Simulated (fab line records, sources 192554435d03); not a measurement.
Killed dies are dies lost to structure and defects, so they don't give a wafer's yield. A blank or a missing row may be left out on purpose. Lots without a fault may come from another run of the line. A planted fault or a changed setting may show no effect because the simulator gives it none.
fab line records | flow n5_finfet
record lots=6 wafers=18 last_day=18
route steps=1938 shown DUMMY_GATE@247 SPACER0@258 BEOL_M4@1111
lots that met no fault: from a run of the same line without faults
start_h: hours from the record's first day to the start of the lot's first wafer shown | wait_h: hours since the lot's step before | " the same as in the row above | L1.1+2: a row that stands for several wafers | - no value, or no start given | * or withheld: withheld | < > ~ a bound
route shown NAME@n: a module of which the file shows steps, and the number in the route of the first | usual: mean/standard deviation of fault-free wafers | same: alike in all rows | chamber/n: place in a boat | sites: the reading at each site | _std_site: their standard deviation | _edge_site: outer sites' mean less inner sites' | radius_mm: how far each site lies from the wafer's centre | mask NAME#n: copy n | behind: the tool/chamber that last shaped the wafer | hold: why the lot was held/for how many hours/how that ended | device: the transistor (n, p or np) that didn't switch | end of line: the same wafers' tests at the end of the route | a step without rows: its recipe alone | killed: dies lost to structure and defects at the first sort, not the wafer's yield | map: a wafer's dies, x killed, . not, _ none there
set.NAME: the setting as run; set.NAME@STEP: as run at that earlier step | model.NAME: the simulator's own value behind a step, which no gauge read
lots at some steps of the route; a table a step, a row a wafer
services: from which hour (start_h, from the record's first day; less than 0 if before it) a tool's chamber was out of use, for how many hours, and why
## steps
# step N5_DUMMY_GATE_ETCH_23
# recipe chemistry=HBr/Cl2/O2 HBr_flow_sccm=150 Cl2_flow_sccm=80 O2_flow_sccm=12 bias_w=102 target_depth_a=410 time_s=22.3 target=poly-Si mask_material=SiO2 pressure_mtorr=10 icp_w=800
# usual drypump_motor_current_A=5.9/0.39 oes_o_777_au=1.016/0.025 oes_product_au=1.005/0.017 throttle_valve_pct=37.31/0.24
# columns lot.wafer tool chamber start_h wait_h drypump_motor_current_A oes_o_777_au oes_product_au rf_hours_counter_h throttle_valve_pct
L904.1 rie_si-05 1 78.61 0.0 6.2 1.043 1.008 52 37.51
L904.3 " 2 " " 6.1 1.005 0.993 181 37.47
L904.5 " 2 " " 6.1 1.006 0.999 - 37.47
L905.2 rie_si-05 3 86.66 0.0 5.2 1.026 1.006 16 37.23
L905.3 " 2 " " 6.2 1.008 0.998 181 37.48
L905.6 " 0 " " 6.2 1.020 1.004 - 37.43
L907.2 rie_si-06 0 96.07 0.0 5.7 0.999 0.980 28 37.03
L907.4 " 2 " " 5.6 0.997 0.995 18 37.59
L907.6 " 1 " " 5.7 1.019 1.039 - 37.21
L918.2 rie_si-02 3 160.34 0.0 5.2 1.013 1.032 156 37.04
L918.5 " 1 " " 6.1 0.971 0.981 - 37.15
L918.6 " 0 " " 5.2 0.986 0.996 - 37.38
L921.4 rie_si-05 0 179.74 0.0 6.2 1.023 1.007 97 37.42
L921.5 " 3 " " 5.2 1.043 1.014 - 37.22
L921.6 " 0 " " 6.2 1.030 1.003 - 37.43
L922.3 rie_si-06 3 184.80 0.0 6.3 1.061 1.028 137 36.65
L922.5 " 2 " " 5.7 0.984 0.992 - 37.59
L922.6 " 3 " " 6.3 1.055 1.029 - 36.66
# step N5_DUMMY_GATE_ETCH_44
# recipe chemistry=HBr/O2 over_etch_frac=0.7 target_depth_a=1275 stop_on=SiO2 ion_energy_ev=60 bias_w=20 target=poly-Si mask_material=SiO2 pressure_mtorr=20 icp_w=400 HBr_flow_sccm=120 O2_flow_sccm=10
# usual drypump_motor_current_A=5.8/0.39 oes_product_au=0.731/0.012 throttle_valve_pct=18.55/0.22
# columns lot.wafer tool chamber start_h wait_h drypump_motor_current_A oes_product_au rf_hours_counter_h throttle_valve_pct
L904.1 rie_si-05 1 78.66 0.0 6.2 0.738 52 18.81
L904.3 " 2 " " 6.1 0.750 181 18.68
L904.5 " 2 " " 6.1 0.733 - 18.67
L905.2 rie_si-05 3 86.72 0.0 5.3 0.743 16 18.32
L905.3 " 2 " " 6.2 0.741 181 18.67
L905.6 " 0 " " 6.2 0.733 - 18.71
L907.2 rie_si-06 0 96.13 0.0 5.7 0.712 28 18.29
L907.4 " 2 " " 5.6 0.721 18 18.83
L907.6 " 1 " " 5.8 0.763 - 18.51
L918.2 rie_si-02 3 160.40 0.0 5.3 0.755 156 18.35
L918.5 " 1 " " 6.2 0.718 - 18.32
L918.6 " 0 " " 5.2 0.719 - 18.61
L921.4 rie_si-05 0 179.80 0.0 6.2 0.730 97 18.69
L921.5 " 3 " " 5.2 0.740 - 18.31
L921.6 " 0 " " 6.2 0.725 - 18.69
L922.3 rie_si-06 3 184.86 0.0 6.2 0.748 137 18.08
L922.5 " 2 " " 5.6 0.722 - 18.83
L922.6 " 3 " " 6.3 0.754 - 18.07
# step N5_DUMMY_GATE_CD_MEAS_24
# recipe target_cd_nm=15
# usual cd_nm=15.0/0.35
# columns lot.wafer tool chamber start_h wait_h cd_nm
L904.1 cd_sem-01 - 78.77 0.1 14.9
L904.3 " - " " 14.6
L904.5 " - " " 14.7
L905.2 cd_sem-02 - 86.83 0.1 15.2
L905.3 " - " " 15.6
L905.6 " - " " 15.2
L907.2 cd_sem-02 - 96.24 0.1 14.7
L907.4 " - " " 15.9
L907.6 " - " " 15.7
L918.2 cd_sem-02 - 160.51 0.1 14.0
L918.5 " - " " 15.2
L918.6 " - " " 15.0
L921.4 cd_sem-02 - 179.92 0.1 14.9
L921.5 " - " " 15.3
L921.6 " - " " 15.1
L922.3 cd_sem-03 - 184.97 0.1 14.9
L922.5 " - " " 15.2
L922.6 " - " " 15.3
# step N5_DUMMY_GATE_ETCH_42
# recipe chemistry=CHF3/O2 target=SiO2 target_depth_a=35 time_s=31 ion_energy_ev=30 bias_w=12 pressure_mtorr=30 source_w=600 Ar_flow_sccm=200 CHF3_flow_sccm=50 O2_flow_sccm=5
# usual CHF3_flow_sccm=50.00/0.15 drypump_motor_current_A=5.8/0.34 oes_o_777_au=0.79/0.086 oes_product_au=0.78/0.092 rf_vpp_V=42.6/0.96 showerhead_plenum_p_Torr=2.43/0.06 throttle_valve_pct=18.80/0.29
# columns lot.wafer tool chamber start_h wait_h CHF3_flow_sccm drypump_motor_current_A oes_o_777_au oes_product_au rf_hours_counter_h rf_vpp_V showerhead_plenum_p_Torr throttle_valve_pct
L904.1 rie_diel-06 0 78.85 0.1 50.13 5.7 0.73 0.71 194 44.1 2.49 18.76
L904.3 " 1 " " 49.84 5.9 0.71 0.72 195 42.8 2.39 19.26
L904.5 " 2 " " 49.87 5.2 0.86 0.87 - 43.2 2.44 18.90
L905.2 rie_diel-04 0 86.88 0.0 49.92 6.3 0.68 0.68 224 42.3 2.38 19.21
L905.3 " 1 " " 50.27 5.6 0.71 0.71 188 42.3 2.50 18.85
L905.6 " 2 " " 50.25 5.6 0.85 0.85 - 43.4 2.34 18.69
L907.2 rie_diel-03 3 96.35 0.1 49.81 6.3 0.79 0.78 130 42.1 2.52 18.71
L907.4 " 1 " " 49.87 6.1 0.78 0.77 142 43.8 2.52 19.14
L907.6 " 0 " " 49.73 5.7 0.92 0.94 - 42.4 2.36 18.18
L918.2 rie_diel-04 1 160.57 0.1 49.86 5.6 0.70 0.69 211 41.3 2.49 18.87
L918.5 " 3 " " 50.33 5.4 0.79 0.80 - 42.5 2.43 18.74
L918.6 " 2 " " 50.04 5.6 0.82 0.83 - 42.1 2.33 18.73
L921.4 rie_diel-04 3 180.07 0.2 49.87 5.4 0.79 0.79 - 42.0 2.42 18.75
L921.5 " 1 " " 50.06 5.5 0.69 0.68 - 41.7 2.49 18.88
L921.6 " 2 " " 49.95 5.7 0.82 0.82 - 42.5 2.33 18.73
L922.3 rie_diel-06 1 185.02 0.0 50.02 5.9 0.70 0.70 221 43.4 2.39 19.30
L922.5 " 1 " " 50.02 5.9 0.70 0.69 - 42.7 2.38 19.31
L922.6 " 0 " " 50.05 5.7 0.70 0.69 - 42.5 2.47 18.82
# step N5_DUMMY_GATE_STRIP_48
# recipe chemistry=N2/H2 time_s=20 power_w=100 temp_c=40 pressure_mtorr=100 rf_frequency_hz=6e+07 bias_power_w=3 n2_flow_sccm=300 h2_flow_sccm=300
# usual drypump_motor_current_A=5.8/0.34 oes_product_au=0.78/0.092 rf_vpp_V=45.3/0.87 showerhead_plenum_p_Torr=3.41/0.083 throttle_valve_pct=12.3/0.31
# columns lot.wafer tool chamber start_h wait_h drypump_motor_current_A oes_product_au rf_hours_counter_h rf_vpp_V showerhead_plenum_p_Torr throttle_valve_pct
L904.1 rie_diel-06 0 78.90 0.0 5.8 0.72 194 45.1 3.49 12.3
L904.3 " 1 " " 5.9 0.71 195 43.5 3.35 12.7
L904.5 " 2 " " 5.2 0.87 - 46.0 3.43 12.2
L905.2 rie_diel-04 0 86.93 0.0 6.3 0.68 224 44.8 3.34 12.7
L905.3 " 1 " " 5.5 0.71 188 44.7 3.49 12.4
L905.6 " 2 " " 5.6 0.85 - 44.5 3.29 12.2
L907.2 rie_diel-03 3 96.40 0.0 6.3 0.78 130 44.7 3.51 12.1
L907.4 " 1 " " 6.1 0.76 142 44.0 3.52 12.6
L907.6 " 0 " " 5.7 0.94 - 45.6 3.31 11.6
L918.2 rie_diel-04 1 160.62 0.0 5.6 0.69 211 44.8 3.48 12.4
L918.5 " 3 " " 5.4 0.80 - 44.1 3.39 12.1
L918.6 " 2 " " 5.7 0.83 - 45.3 3.28 12.2
L921.4 rie_diel-04 3 180.12 0.0 5.4 0.79 - 44.7 3.39 12.1
L921.5 " 1 " " 5.5 0.69 - 44.9 3.48 12.4
L921.6 " 2 " " 5.7 0.82 - 44.3 3.27 12.2
L922.3 rie_diel-06 1 185.06 0.0 5.9 0.71 221 45.3 3.33 12.8
L922.5 " 1 " " 5.9 0.70 - 45.9 3.33 12.7
L922.6 " 0 " " 5.8 0.69 - 44.6 3.47 12.4
# step N5_DUMMY_GATE_PRECLEAN_33
# recipe chemistry=dHF time_s=10 dilution=750:1 temp_c=25
# step N5_DUMMY_GATE_PRECLEAN_25
# recipe chemistry=O3/DIW time_s=45 temp_c=22 o3_ppm=10
# step N5_DUMMY_GATE_PRECLEAN_51
# recipe chemistry=SC2 time_s=45 temp_c=35 mix=1:1:50
# step N5_DUMMY_GATE_SRD_26
# recipe dry=ipa_marangoni time_s=30 temp_c=23 rinse_liquid=diw
# step N5_DUMMY_GATE_UV_OZONE_45
# recipe time_s=120 pressure_torr=760 temp_c=25
# step N5_DUMMY_GATE_INSPECT_27
# recipe inspect_instrument=brightfield mode=aei
# usual raw_defect_count=295/73
# columns lot.wafer tool chamber start_h wait_h raw_defect_count
L904.1 defect_inspect-02 - 79.08 0.0 347
L904.3 " - " " 337
L904.5 " - " " 438
L905.2 defect_inspect-02 - 87.11 0.0 310
L905.3 " - " " 362
L905.6 " - " " 291
L907.2 defect_inspect-02 - 96.59 0.0 367
L907.4 " - " " 505
L907.6 " - " " 420
L918.2 defect_inspect-01 - 160.81 0.0 565
L918.5 " - " " 343
L918.6 " - " " 418
L921.4 defect_inspect-02 - 180.28 0.0 147
L921.5 " - " " 237
L921.6 " - " " 252
L922.3 defect_inspect-02 - 185.33 0.0 363
L922.5 " - " " 332
L922.6 " - " " 223
# step N5_SPACER0_ALD_07
# recipe material=SiNx target_thk_a=20 temp_c=400 ald_precursor_family=SiH2I2 ald_co_reactant=N2/H2-plasma pressure_torr=2
# step N5_SPACER0_ALD_00
# recipe material=SiOCN target_thk_a=35 temp_c=400 ald_precursor_family=alkyl-aminosilane ald_co_reactant=O2/N2-plasma pulse_time_s=3 purge_time_s=2 co_reactant_purge_time_s=2 ald_cycles=58 pressure_torr=2
# usual ald_cycles=58/0 heater_power_w=831/50 precursor_pulse_height_rel=0.997/0.02
# columns lot.wafer tool chamber start_h wait_h ald_cycles heater_power_w precursor_pulse_height_rel model.SiOCN_of_SPACER0_ALD_00.thk_nm
L904.1 ald_sin-02 3 79.27 0.1 58 829 1.005 3.4
L904.3 " 1 " " 58 739 0.990 3.4
L904.5 " 0 " " 58 840 1.003 3.6
L905.2 ald_sin-04 1 87.69 0.1 58 796 0.980 3.6
L905.3 " 2 " " 58 826 1.028 3.6
L905.6 " 1 " " 53 790 1.004 3.2
L907.2 ald_sin-04 2 96.77 0.1 58 842 0.986 3.6
L907.4 " 1 " " 58 819 0.989 3.6
L907.6 " 0 " " 53 835 1.029 3.2
L918.2 ald_sin-04 2 160.99 0.1 58 867 1.050 3.6
L918.5 " 2 " " 58 868 0.983 3.4
L918.6 " 1 " " 58 808 0.985 3.6
L921.4 ald_sin-03 1 180.47 0.1 58 834 0.999 3.4
L921.5 " 2 " " 58 895 0.980 3.4
L921.6 " 3 " " 58 850 1.019 3.4
L922.3 ald_sin-02 1 186.34 0.1 58 793 0.954 3.4
L922.5 " 3 " " 58 819 0.998 3.4
L922.6 " 2 " " 58 701 1.006 3.4
# step N5_SPACER0_ALD_08
# recipe material=SiNx target_thk_a=20 temp_c=400 ald_precursor_family=SiH2I2 ald_co_reactant=N2/H2-plasma pressure_torr=2
# usual heater_power_w=831/49
# columns lot.wafer tool chamber start_h wait_h heater_power_w
L904.1 ald_sin-02 3 79.53 0.1 842
L904.3 " 1 " " 754
L904.5 " 0 " " 826
L905.2 ald_sin-04 1 87.95 0.1 812
L905.3 " 2 " " 855
L905.6 " 1 " " 817
L907.2 ald_sin-04 2 97.03 0.1 861
L907.4 " 1 " " 810
L907.6 " 0 " " 848
L918.2 ald_sin-04 2 161.25 0.1 853
L918.5 " 2 " " 858
L918.6 " 1 " " 818
L921.4 ald_sin-03 1 180.73 0.1 830
L921.5 " 2 " " 900
L921.6 " 3 " " 884
L922.3 ald_sin-02 1 186.60 0.1 791
L922.5 " 3 " " 778
L922.6 " 2 " " 695
# step N5_BEOL_M4_RC_MEAS_101
# usual DIBL_N=36.5/1.4 DIBL_P=36.5/1.6 IOFF_N=0.163/0.022 IOFF_P=0.219/0.029 ION_N=675/8.3 ION_P=464/6.2 SS_N=71.5/0.52 SS_P=73.4/0.57 VT_N=249.7/2.6 VT_P=-250/3
# columns lot.wafer tool chamber start_h wait_h DIBL_N[mV/V] DIBL_P[mV/V] IOFF_N[nA/um] IOFF_P[nA/um] ION_N[uA/um] ION_P[uA/um] SS_N[mV/dec] SS_P[mV/dec] VT_N[mV] VT_P[mV]
L904.1 prober-02 0 201.60 0.0 37.2 36.7 0.175 0.217 675 462 71.6 74.2 249.6 -253
L904.3 " 0 " " 36.6 35.0 0.162 0.191 679 463 71.9 73.3 253.3 -253
L904.5 " 0 " " 38.3 38.0 0.198 0.237 681 470 71.6 74.3 247.6 -250
L905.2 prober-02 0 208.40 0.2 33.6 32.9 0.129 0.164 674 461 71.3 72.1 252.2 -253
L905.3 " 0 " " 34.6 35.0 0.140 0.184 663 457 71.3 72.3 251.6 -253
L905.6 " 0 " " 36.8 37.1 0.179 0.226 687 472 71.3 73.0 245.3 -249
L907.2 prober-01 0 214.85 0.2 36.9 36.2 0.167 0.253 685 473 71.2 73.3 249.1 -244
L907.4 " 0 " " 34.2 33.7 0.129 0.213 673 468 71.0 72.0 252.0 -248
L907.6 " 0 " " 36.8 35.8 0.164 0.259 693 477 71.5 72.8 246.4 -245
L918.2 prober-02 0 285.92 0.2 37.7 37.0 0.170 0.215 675 453 71.4 73.0 249.1 -250
L918.5 " 0 " " 37.2 36.8 0.177 0.218 685 464 71.9 73.8 246.9 -251
L918.6 " 0 " " 37.3 36.4 0.182 0.223 681 464 71.8 72.6 246.4 -249
L921.4 prober-02 0 310.83 0.5 34.2 35.8 0.136 0.198 681 470 71.7 73.1 250.4 -252
L921.5 " 0 " " 34.4 36.2 0.140 0.202 674 467 71.6 72.8 251.3 -250
L921.6 " 0 " " 33.5 35.1 0.131 0.191 666 466 70.4 72.6 252.4 -252
L922.3 prober-02 0 317.03 0.3 36.0 35.2 0.146 0.213 671 470 72.1 73.3 251.6 -248
L922.5 " 0 " " 36.0 35.6 0.148 0.219 673 463 71.5 73.5 250.7 -249
L922.6 " 0 " " 34.4 32.7 0.123 0.188 675 471 70.1 73.1 250.2 -250
## services
# columns tool chamber start_h hours kind
rie_si-05 1 59.26 2.9 repair
ald_sin-02 - 85.65 14.0 pm
ald_sin-02 0 85.65 14.0 vent_cycle
ald_sin-02 1 85.65 14.0 vent_cycle
ald_sin-02 2 85.65 14.0 vent_cycle
ald_sin-02 3 85.65 14.0 vent_cycle
ald_sin-02 0 99.65 - clean
ald_sin-02 1 99.65 - clean
ald_sin-02 - 108.99 2.8 pm
rie_si-05 2 110.76 3.6 repair
rie_diel-06 1 114.71 23.0 repair
rie_diel-06 3 114.84 4.0 repair
rie_diel-04 1 139.91 2.5 repair
rie_diel-03 1 140.98 6.8 repair
rie_diel-04 - 163.06 1.1 repair
rie_diel-04 0 170.61 - clean
rie_diel-04 0 170.61 - consumable_replace:focus_ring
rie_diel-04 0 170.61 19.5 scheduled_down
rie_diel-04 0 170.61 19.5 vent_cycle
ald_sin-04 - 178.30 14.0 pm
ald_sin-04 0 178.30 14.0 vent_cycle
ald_sin-04 1 178.30 14.0 vent_cycle
ald_sin-04 2 178.30 14.0 vent_cycle
ald_sin-04 3 178.30 14.0 vent_cycle
## key
first_sign step=N5_SPACER0_ALD_00 reading=ald_cycles direction=down sigmas=99+ usual=* struck=*
effect none on later readings
model_effect step=N5_SPACER0_ALD_00 value=SiOCN_of_SPACER0_ALD_00.thk_nm without=3.6 struck=3.2
met_at N5_SPACER0_ALD_00
struck_wafers L905.6,L907.6
fault kind=process_parameter_drift tool=ald_sin-04 chamber=- onset_h=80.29 steps=N5_SPACER0_ALD_00 channel=ald_cycles offset=* shape=step end_h=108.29 scope=struck_wafers_only acts_in=* stated=*
